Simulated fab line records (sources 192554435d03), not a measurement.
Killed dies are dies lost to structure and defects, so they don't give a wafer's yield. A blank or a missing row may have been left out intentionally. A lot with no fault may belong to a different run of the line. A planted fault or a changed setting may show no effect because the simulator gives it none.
A struck lot beside a sound one :: flow n5Finfet :: 37 out of 1938 route steps
Sound: these wafers, L449.2, L449.3, L449.6. Struck: wafers L455.2, L455.3, L455.6. The cause is given at the end.
At each step with rows: each side's tool, then ch and its chambers, then its first start. Under that, the readings that differ: sound wafers :: struck wafers :: difference of the means :: sigmas: that difference in standard deviations of wafers without a fault.
alike: readings with means less than 2 such deviations apart, plus words and numbers identical on both sides. not compared: withheld readings, readings lacking a value on some wafer, bounds such as >300 that could conceal the same value, and numbers that have no deviation in the record and whose values overlap.
Wherever a step has rows on one side only, a row that says differs or no value, or a row with sigmas, the two part there. Numbers that have no deviation but don't overlap get no sigmas and don't part them. Lack of a reading on every wafer of one side parts them only where that side has two or more wafers.

first, 9 steps without rows for these wafers: N5_BEOL_M7_ALD_77 (deposits TaN, target thk 2 nm, pulse time 2 s, purge time 3 s); N5_BEOL_M7_SURFACE_TREAT_79; N5_BEOL_M7_CVD_78 (deposits Co from CCTBA/H2, target thk 2 nm, time 142.3 s); N5_BEOL_M7_SPUTTER_48 (material Cu, target thk 10 nm, time 1.667 s); N5_BEOL_M7_ECD_50 (material Cu, target thk 300 nm); N5_BEOL_M7_ANNEAL_51 (time 90 s); N5_BEOL_M7_CMP_52 (polishes, stops on SiCOH lowk, t overpolish 6.9 s, target thk 80 nm); N5_BEOL_M7_PRE_CLEAN_55 (time 15 s); N5_BEOL_M7_DEP_56 (deposits SiCN from 3MS/NH3, target thk 10 nm, time 17.5 s).
N5_BEOL_M8_ILD_DEP_00: deposits SiCOH lowk from DEMS/porogen, target thk 179.75 nm, time 33.4 s.
  sound on pecvd-01 ch 0,2, day 10 03:56; struck on pecvd-01 ch 1,2, day 11 22:15
reading: susceptorTempC (C)
sound: 300.26 300.09 299.87
struck: 285.08 285.12 284.98
difference: -15.01
sigmas: -83

reading: model.SiCOH_lowk_of_BEOL_M8_ILD_DEP_00.thkNm (nm)
sound: 178.2 179.8 181.8
struck: 197.8 195.2 197.6
difference: +16.9
sigmas: 
  alike: heaterPowerW, showerheadPlenumPTorr, throttleValvePct
then, 1 step without rows for these wafers: N5_BEOL_M8_CURE_74 (cures SiCOH lowk, time 240 s).
N5_BEOL_M8_THK_MEAS_01:
  struck on filmMetro-01, day 11 22:50; sound on filmMetro-02, day 10 04:32
reading: M8_ILD_THK (nm)
sound: 153.5 155.1 156.7
struck: 170.7 168.4 170.6
difference: +14.8
sigmas: +6
then, 23 steps without rows for these wafers: N5_BEOL_M8_PECVD_70 (deposits SiO2 from TEOS/O2, target thk 20 nm, time 22.7 s); N5_BEOL_M8_HM_DEP_02 (deposits TiN, target thk 20 nm); N5_BEOL_M8_COAT_59 (time 60 s, resist thk 100 nm); N5_BEOL_M8_COAT_60 (time 60 s, resist thk 35 nm); N5_BEOL_M8_COAT_05 (resist thk 90 nm); N5_BEOL_M8_EBR_07; N5_BEOL_M8_SOFTBAKE_06 (time 60 s); N5_BEOL_M8_EXPOSE_08 (exposes mask M8); N5_BEOL_M8_PEB_09 (peb time 60 s); N5_BEOL_M8_DEVELOP_10 (develop time 30 s); N5_BEOL_M8_DESCUM_16 (chemistry O2, time 7.9 s); N5_BEOL_M8_ETCH_61 (etches SiARC in CF4, target depth 45.5 nm, time 75.8 s); N5_BEOL_M8_ETCH_62 (etches SOC in N2/H2, target depth 110 nm, overetch 22 nm, time 165 s); N5_BEOL_M8_STRIP_68 (strips in N2/H2); N5_BEOL_M8_STRIP_67 (strips in CF4); N5_BEOL_M8_HM_OPEN_17 (chemistry Cl2/BCl3, target TiN, target depth 20 nm, overetch 6 nm); N5_BEOL_M8_STRIP_19 (strips in O2); N5_BEOL_M8_COAT_63 (time 60 s, resist thk 60 nm); N5_BEOL_M8_COAT_64 (time 60 s, resist thk 12 nm); N5_BEOL_M8_COAT_71 (time 60 s, resist thk 5 nm); N5_BEOL_M8_COAT_22 (resist thk 30 nm); N5_BEOL_M8_EBR_24; N5_BEOL_M8_SOFTBAKE_23 (time 60 s).
N5_BEOL_M8_CMP_52: polishes, stops on SiCOH lowk, t overpolish 6.9 s, target thk 80 nm.
  sound on cmp-01 ch 1,2, day 10 11:26; struck on cmp-01 ch 0,2,3, day 12 05:37
reading: model.SiCOH_lowk_of_BEOL_M8_ILD_DEP_00.thkNm (nm)
sound: 150.6 152 153.8
struck: 167.8 165.4 167.6
difference: +14.8
sigmas: 
  alike: motorCurrentA, slurryFlowMlMin
N5_PASSIVATION_PROBE_49:
  sound wafers here have rows in the record (prober-01, day 13 05:29); struck ones have none

## WHERE THEY PART
Last at N5_PASSIVATION_PROBE_49 as far as this record goes, first at N5_BEOL_M8_ILD_DEP_00.

WHY: what the simulator had put in
Process parameter drift: pecvd-01, from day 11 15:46 on, at N5_BEOL_M8_ILD_DEP_00. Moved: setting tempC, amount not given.
